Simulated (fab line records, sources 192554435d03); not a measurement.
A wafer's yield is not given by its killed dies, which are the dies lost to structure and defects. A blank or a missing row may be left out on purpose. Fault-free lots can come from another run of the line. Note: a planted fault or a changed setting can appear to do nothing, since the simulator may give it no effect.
The tool behind it: which one? :: flow n5 finfet :: 33 wafers from 11 lots sampled at 3 of the route's 1938 steps

== WHAT THE GAUGES READ, wafer by wafer ==
N5_BEOL_M1_OVL_MEAS_12.
lot: L075
measured: day 6 08:16
on: overlay-02
M1_OVL (nm): -0.1 0.7 0.0

lot: L077
measured: day 6 21:17
on: overlay-01
M1_OVL (nm): 0.7 2.1 0.7

lot: L079
measured: day 7 08:02
on: overlay-02
M1_OVL (nm): -0.2 0.1 0.3

lot: L081
measured: day 8 05:50
on: overlay-02
M1_OVL (nm): 0.8 1.9 0.6

lot: L084
measured: day 8 10:16
on: overlay-01
M1_OVL (nm): 0.1 -1.0 -0.9

lot: L086
measured: day 9 06:15
on: overlay-01
M1_OVL (nm): -0.9 1.0 0.1

lot: L088
measured: day 9 12:59
on: overlay-01
M1_OVL (nm): 0.3 0.9 0.6

lot: L090
measured: day 10 02:47
on: overlay-02
M1_OVL (nm): 1.0 0.2 0.8

lot: L092
measured: day 10 14:20
on: overlay-01
M1_OVL (nm): 0.1 1.1 0.8

lot: L094
measured: day 11 02:22
on: overlay-02
M1_OVL (nm): -0.8 0.6 -0.4

lot: L096
measured: day 11 14:15
on: overlay-02
M1_OVL (nm): 0.0 0.2 0.8

== WHICH TOOL RAN EACH LOT (tool, then ch and the chambers of the sampled wafers, then the start) ==
lot: L075
N5_BEOL_M0_ETCH_128: rie diel-01 ch 0,1,2, day 6 02:35
N5_BEOL_M0_SPUTTER_132: pvd sputter-03, day 6 06:01

lot: L077
N5_BEOL_M0_ETCH_128: rie diel-01 ch 0,1,2, day 6 15:07
N5_BEOL_M0_SPUTTER_132: pvd sputter-01, day 6 16:46

lot: L079
N5_BEOL_M0_ETCH_128: rie diel-02 ch 1,2,3, day 7 03:25
N5_BEOL_M0_SPUTTER_132: pvd sputter-03, day 7 05:10

lot: L081
N5_BEOL_M0_ETCH_128: rie diel-01 ch 0,2,3, day 7 21:16
N5_BEOL_M0_SPUTTER_132: pvd sputter-03, day 7 22:58

lot: L084
N5_BEOL_M0_ETCH_128: rie diel-06 ch 0,1,2, day 8 05:34
N5_BEOL_M0_SPUTTER_132: pvd sputter-03, day 8 07:34

lot: L086
N5_BEOL_M0_ETCH_128: rie diel-06 ch 1,2,3, day 9 00:29
N5_BEOL_M0_SPUTTER_132: pvd sputter-03, day 9 03:10

lot: L088
N5_BEOL_M0_ETCH_128: rie diel-01 ch 0,1,2, day 9 08:11
N5_BEOL_M0_SPUTTER_132: pvd sputter-01, day 9 10:37

lot: L090
N5_BEOL_M0_ETCH_128: rie diel-02 ch 0,3, day 9 20:53
N5_BEOL_M0_SPUTTER_132: pvd sputter-03, day 9 23:45

lot: L092
N5_BEOL_M0_ETCH_128: rie diel-02 ch 0,1,3, day 10 08:47
N5_BEOL_M0_SPUTTER_132: pvd sputter-02, day 10 11:54

lot: L094
N5_BEOL_M0_ETCH_128: rie diel-02 ch 1,2,3, day 10 21:25
N5_BEOL_M0_SPUTTER_132: pvd sputter-03, day 10 23:09

lot: L096
N5_BEOL_M0_ETCH_128: rie diel-01 ch 1,2,3, day 11 09:40
N5_BEOL_M0_SPUTTER_132: pvd sputter-01, day 11 11:11
- N5_BEOL_M0_ETCH_128: etches SiCN in CF4/N2, target depth 12 nm, overetch 5.1 nm, time 21.4 s.
- N5_BEOL_M0_SPUTTER_132: material Cu, target thk 4 nm, time 7.37 s.

== THE ANSWER, worked out from the rows above alone ==
Rule: the lots themselves supply what counts as usual. The widest of any qualifying gaps counts: lots, ordered by their means at a reading, are off when they make up no more than a third of the lots, leave a main group of 4 or more, and stand apart from it by 3 or more times the standard deviation of that group's means. Not used: any main group whose means are identical at the precision the tables above print for the reading. Also off: a lot with no number at a reading for which 4 or more lots have one. Any other lot the step has rows for is counted as sound.
Across all readings shown, no lot is off: no conclusion can be drawn from this.

== WHAT THE SIMULATOR HAD PUT IN ==
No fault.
